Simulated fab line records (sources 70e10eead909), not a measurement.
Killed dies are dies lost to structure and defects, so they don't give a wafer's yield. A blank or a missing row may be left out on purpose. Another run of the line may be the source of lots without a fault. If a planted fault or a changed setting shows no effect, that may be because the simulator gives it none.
The same fault as seen by 2 desks || flow nandHarc || each desk has only its own numbers; what lay behind them comes last

## THE DEFECT DESK
Counts from the inspections along the route, per lot, as means over the sampled wafers that have a number. Marked OUT: a lot whose mean sits more than 4 standard deviations from the usual mean, which makes it out of limits; the brackets give that distance.
Columns: A = rawDefectCount at NHARC_A_M0_INSPECT_27, usual 424
{"lot": "L111", "first seen here": "day 17 14:35", "A": 453}
{"lot": "L116", "first seen here": "day 18 02:20", "A": 363}
{"lot": "L113", "first seen here": "day 18 06:20", "A": 371}
{"lot": "L123", "first seen here": "day 20 20:13", "A": 469}
{"lot": "L124", "first seen here": "day 20 20:41", "A": 399}
{"lot": "L122", "first seen here": "day 20 21:25", "A": 452}
{"lot": "L126", "first seen here": "day 21 10:33", "A": 433}
{"lot": "L125", "first seen here": "day 21 19:46", "A": 399}
{"lot": "L128", "first seen here": "day 22 06:15", "A": 323}
{"lot": "L131", "first seen here": "day 22 10:48", "A": 367}
{"lot": "L132", "first seen here": "day 23 00:59", "A": 427}
{"lot": "L134", "first seen here": "day 23 12:31", "A": 491}
This desk's verdict: no lot among the 12 shows anything out of limits.

## TOOL OWNER'S DESK, rieDiel-10
The tool's own readings at NHARC_HYBRID_BOND_ACTIVATE_00 (chemistry N2, time 60 s): means of the sampled wafers that have a number, for each lot that ran on this tool. Marked OUT: a lot whose mean sits more than 4 standard deviations from the usual mean, which makes it out of limits; the brackets give that distance.
Columns: A = drypumpMotorCurrentA at NHARC_HYBRID_BOND_ACTIVATE_00, usual 5.5 A; B = mfcArSccm at NHARC_HYBRID_BOND_ACTIVATE_00, usual 0.011 sccm; C = oesProductAu at NHARC_HYBRID_BOND_ACTIVATE_00, usual 0.999 a.u.; D = rfVppV at NHARC_HYBRID_BOND_ACTIVATE_00, usual 64.0 V; E = runLengthS at NHARC_HYBRID_BOND_ACTIVATE_00, usual 81.1 s; F = showerheadPlenumPTorr at NHARC_HYBRID_BOND_ACTIVATE_00, usual 1.77 Torr
{"lot": "L111", "first seen here": "day 17 23:52", "A": 5.6, "B": 0.019, "C": 1.001, "D": 63.9, "E": 81.2, "F": 1.74}
{"lot": "L116", "first seen here": "day 18 12:27", "A": 5.4, "B": 0.006, "C": 1.000, "D": 64.1, "E": 81.0, "F": 1.76}
{"lot": "L113", "first seen here": "day 18 16:26", "A": 5.7, "B": 0.024, "C": 1.000, "D": 63.6, "E": 81.0, "F": 1.69}
{"lot": "L122", "first seen here": "day 21 06:23", "A": 5.5, "B": 0.019, "C": 0.987, "D": 64.0, "E": 80.0, "F": 1.70}
This desk's verdict: no lot among the 4 shows anything out of limits.

## BROUGHT TOGETHER
Nothing the defect desk looked at was out of limits.
The tool owner's desk saw nothing out of limits.

## WHAT WAS PUT IN BY THE SIMULATOR
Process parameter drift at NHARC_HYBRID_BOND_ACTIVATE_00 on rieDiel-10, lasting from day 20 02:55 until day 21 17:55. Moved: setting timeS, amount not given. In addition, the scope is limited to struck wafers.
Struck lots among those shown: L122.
